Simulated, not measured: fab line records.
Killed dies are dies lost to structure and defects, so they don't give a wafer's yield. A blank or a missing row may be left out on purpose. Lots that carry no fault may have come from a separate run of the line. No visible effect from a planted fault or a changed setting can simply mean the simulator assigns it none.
Matching of chambers + flow n5_finfet + N5_BEOL_M9_ILD_DEP_00 on pecvd-04: 3 sister chambers
The step deposits SiCOH lowk from DEMS/porogen, target thk 308.51 nm, time 58 s. 3 wafers are shown with their chamber, then 8 later ones without.

## WAFERS PAIRED WITH THEIR CHAMBERS
| wafer  | chamber | heater_power_w (W) |
|--------|---------|--------------------|
| L080.4 | 1       | 248                |
| L080.5 | 0       | 243                |
| L081.1 | 2       | 351                |

## WAFERS WHOSE CHAMBER IS MISSING
| wafer  | heater_power_w (W) |
|--------|--------------------|
| L081.5 | 256                |
| L081.6 | 279                |
| L087.3 | 291                |
| L087.4 | 288                |
| L087.5 | 300                |
| L090.1 | 284                |
| L090.2 | 316                |
| L090.3 | 275                |

## WHICH CHAMBER EACH ONE RAN IN
| wafer  | from the rows above          | in truth |
|--------|------------------------------|----------|
| L081.5 | can't be placed: 1 or 0      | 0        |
| L081.6 | can't be placed: 1 or 0 or 2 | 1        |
| L087.3 | can't be placed: 1 or 0 or 2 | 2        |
| L087.4 | can't be placed: 1 or 0 or 2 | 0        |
| L087.5 | can't be placed: 2 or 1 or 0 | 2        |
| L090.1 | can't be placed: 1 or 0 or 2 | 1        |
| L090.2 | can't be placed: 2 or 1 or 0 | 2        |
| L090.3 | can't be placed: 1 or 0 or 2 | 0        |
0 of 8 placed correctly. Can't be placed from these rows: 8 (the true chamber is among the candidates in 8). 0 placed wrongly.
How it was worked out, from the rows above alone: a wafer's distance from a chamber is the root of the sum, over the readings, of the square of ((its reading less the chamber's mean) divided by the reading's scatter). If the next closest chamber is less than 2 further off than the closest, the wafer can't be placed; otherwise it belongs to the closest. The mean given for a chamber averages the wafers shown for that chamber. The scatter: with one shown wafer a chamber, the root of the mean of the squares of how far each hidden wafer lies from its nearest shown one.
